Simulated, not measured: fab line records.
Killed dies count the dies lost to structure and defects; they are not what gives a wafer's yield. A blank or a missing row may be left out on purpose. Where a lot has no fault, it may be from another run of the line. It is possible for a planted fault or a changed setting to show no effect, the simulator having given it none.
Matching of chambers / flow n5-finfet / N5_DUMMY_GATE_ETCH_44 on rie-si-03 has 4 sister chambers
The step etches poly-Si in HBr/O2, stops on SiO2, target depth 127.5 nm. 14 wafers are shown with their chamber, then 7 later ones without.

## WAFERS PAIRED WITH THEIR CHAMBERS
wafer=L074.2; chamber=3; throttle-valve-pct (%)=18.31; drypump-motor-current-A (A)=6.5; oes-product-au (a.u.)=0.731
wafer=L074.3; chamber=1; throttle-valve-pct (%)=18.66; drypump-motor-current-A (A)=5.8; oes-product-au (a.u.)=0.717
wafer=L074.6; chamber=3; throttle-valve-pct (%)=18.31; drypump-motor-current-A (A)=6.6; oes-product-au (a.u.)=0.727
wafer=L075.1; chamber=2; throttle-valve-pct (%)=18.52; drypump-motor-current-A (A)=6.3; oes-product-au (a.u.)=0.722
wafer=L075.3; chamber=0; throttle-valve-pct (%)=18.19; drypump-motor-current-A (A)=5.0; oes-product-au (a.u.)=0.717
wafer=L075.5; chamber=0; throttle-valve-pct (%)=18.19; drypump-motor-current-A (A)=5.0; oes-product-au (a.u.)=0.719
wafer=L077.2; chamber=0; throttle-valve-pct (%)=18.21; drypump-motor-current-A (A)=5.0; oes-product-au (a.u.)=0.708
wafer=L077.3; chamber=1; throttle-valve-pct (%)=18.65; drypump-motor-current-A (A)=5.8; oes-product-au (a.u.)=0.715
wafer=L077.6; chamber=3; throttle-valve-pct (%)=18.31; drypump-motor-current-A (A)=6.6; oes-product-au (a.u.)=0.724
wafer=L078.2; chamber=2; throttle-valve-pct (%)=18.54; drypump-motor-current-A (A)=6.2; oes-product-au (a.u.)=0.726
wafer=L078.3; chamber=1; throttle-valve-pct (%)=18.66; drypump-motor-current-A (A)=5.8; oes-product-au (a.u.)=0.703
wafer=L078.6; chamber=2; throttle-valve-pct (%)=18.52; drypump-motor-current-A (A)=6.2; oes-product-au (a.u.)=0.721
wafer=L081.3; chamber=2; throttle-valve-pct (%)=18.53; drypump-motor-current-A (A)=6.2; oes-product-au (a.u.)=0.712
wafer=L081.4; chamber=1; throttle-valve-pct (%)=18.66; drypump-motor-current-A (A)=5.8; oes-product-au (a.u.)=0.715

SIGNATURES (means of the wafers above)
reading=throttle-valve-pct; chamber 0=18.1967; chamber 1=18.6575; chamber 2=18.5275; chamber 3=18.3100; scatter within a chamber=0.00785
reading=drypump-motor-current-A; chamber 0=5.000; chamber 1=5.800; chamber 2=6.225; chamber 3=6.567; scatter within a chamber=0.0376
reading=oes-product-au; chamber 0=0.71467; chamber 1=0.71250; chamber 2=0.72025; chamber 3=0.72733; scatter within a chamber=0.00567
Rule: for a wafer and a chamber, the distance is found by dividing, reading by reading, the gap between the wafer's reading and the chamber's mean by the reading's scatter, squaring, summing and taking the root. If the next closest chamber is less than 2 further off than the closest, the wafer can't be placed; otherwise it belongs to the closest. The scatter is the square root of a quotient: the sum, over the shown wafers, of each reading's squared deviation from its chamber's mean, divided by wafers minus chambers.

## WAFERS WHOSE CHAMBER IS MISSING
wafer=L081.6; throttle-valve-pct (%)=18.66; drypump-motor-current-A (A)=5.8; oes-product-au (a.u.)=0.712
wafer=L091.3; throttle-valve-pct (%)=18.32; drypump-motor-current-A (A)=6.5; oes-product-au (a.u.)=0.733
wafer=L091.5; throttle-valve-pct (%)=18.31; drypump-motor-current-A (A)=6.5; oes-product-au (a.u.)=0.737
wafer=L091.6; throttle-valve-pct (%)=18.53; drypump-motor-current-A (A)=6.2; oes-product-au (a.u.)=0.725
wafer=L096.1; throttle-valve-pct (%)=18.20; drypump-motor-current-A (A)=5.0; oes-product-au (a.u.)=0.718
wafer=L096.4; throttle-valve-pct (%)=18.31; drypump-motor-current-A (A)=6.5; oes-product-au (a.u.)=0.721
wafer=L096.5; throttle-valve-pct (%)=18.52; drypump-motor-current-A (A)=6.2; oes-product-au (a.u.)=0.716

## CHAMBER TAKEN BY EACH
wafer=L081.6; from the rows above=1; in truth=1
wafer=L091.3; from the rows above=3; in truth=3
wafer=L091.5; from the rows above=3; in truth=3
wafer=L091.6; from the rows above=2; in truth=2
wafer=L096.1; from the rows above=0; in truth=0
wafer=L096.4; from the rows above=3; in truth=3
wafer=L096.5; from the rows above=2; in truth=2
Correctly placed: 7 of 7. Left unplaced by these rows: 0. Placed wrongly: 0.
